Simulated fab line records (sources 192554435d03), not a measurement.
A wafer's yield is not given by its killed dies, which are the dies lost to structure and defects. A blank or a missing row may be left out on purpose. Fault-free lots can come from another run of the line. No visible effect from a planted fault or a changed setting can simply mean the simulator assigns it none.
2 desks looking at one fault    flow n5 finfet    only its own numbers are on each desk; what lay behind them is given at the end

AT THE METROLOGY DESK
What the gauges read for every lot (on any tool): the sampled wafers with a number, averaged. The brackets show how far a lot's mean lies from the usual mean; more than 4 standard deviations puts the lot out of limits, marked OUT. 7 of its 10 readings are shown, namely those furthest out on some lot.
Columns: A = DIBL_N at N5_BEOL_M4_RC_MEAS_101, usual 36.5 mV/V; B = DIBL_P at N5_BEOL_M4_RC_MEAS_101, usual 36.6 mV/V; C = IOFF_N at N5_BEOL_M4_RC_MEAS_101, usual 0.167 nA/um; D = IOFF_P at N5_BEOL_M4_RC_MEAS_101, usual 0.21 nA/um; E = SS_N at N5_BEOL_M4_RC_MEAS_101, usual 71.6 mV/dec; F = VT_N at N5_BEOL_M4_RC_MEAS_101, usual 249 mV; G = VT_P at N5_BEOL_M4_RC_MEAS_101, usual -250 mV
lot   first seen here  A     B     C      D     E     F    G
L824  day 9 11:46      35.4  36.0  0.162  0.21  72.1  250  -251
L828  day 10 10:25     37.4  38.7  0.168  0.19  72.1  250  -253
L832  day 11 23:39     36.7  37.1  0.164  0.23  71.5  250  -247
L838  day 13 01:44     34.7  34.3  0.129  0.18  71.1  256  -254
Finding of this desk: none of the 4 lots has anything out of limits.

DESK OF THE TOOL OWNER: litho track-01
The tool's own readings at N5_BEOL_M2_COAT_68 (time 60 s, resist thk 12 nm): means of the sampled wafers that have a number, for each lot that ran on this tool. The brackets show how far a lot's mean lies from the usual mean; more than 4 standard deviations puts the lot out of limits, marked OUT.
Columns: A = spin speed rpm at N5_BEOL_M2_COAT_68, usual 1499.9 rpm
lot   first seen here  A
L824  day 7 20:59      1499.7
L828  day 9 08:46      1616.5 (+99 or more) OUT
L832  day 10 20:58     1615.3 (+99 or more) OUT
Finding of this desk: L828, L832 out of limits; the first was L828 at day 9 08:46, on spin speed rpm at N5_BEOL_M2_COAT_68. L824 stayed within limits.

BROUGHT TOGETHER
An alarm could have come from the tool owner's desk at day 9 08:46, on L828, L832.
Nothing out of limits was seen by the metrology desk.
The metrology desk holds a record of L828, L832, inside its limits.
Every lot named ran N5_BEOL_M2_COAT_68 on litho track-01.

WHAT WAS PUT IN BY THE SIMULATOR
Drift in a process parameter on litho track-01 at N5_BEOL_M2_COAT_68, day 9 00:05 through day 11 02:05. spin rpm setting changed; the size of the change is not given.
Lots struck among those shown: L828, L832.
Each desk's first reading out of limits, in hours after the fault started: the tool owner's desk, 9.
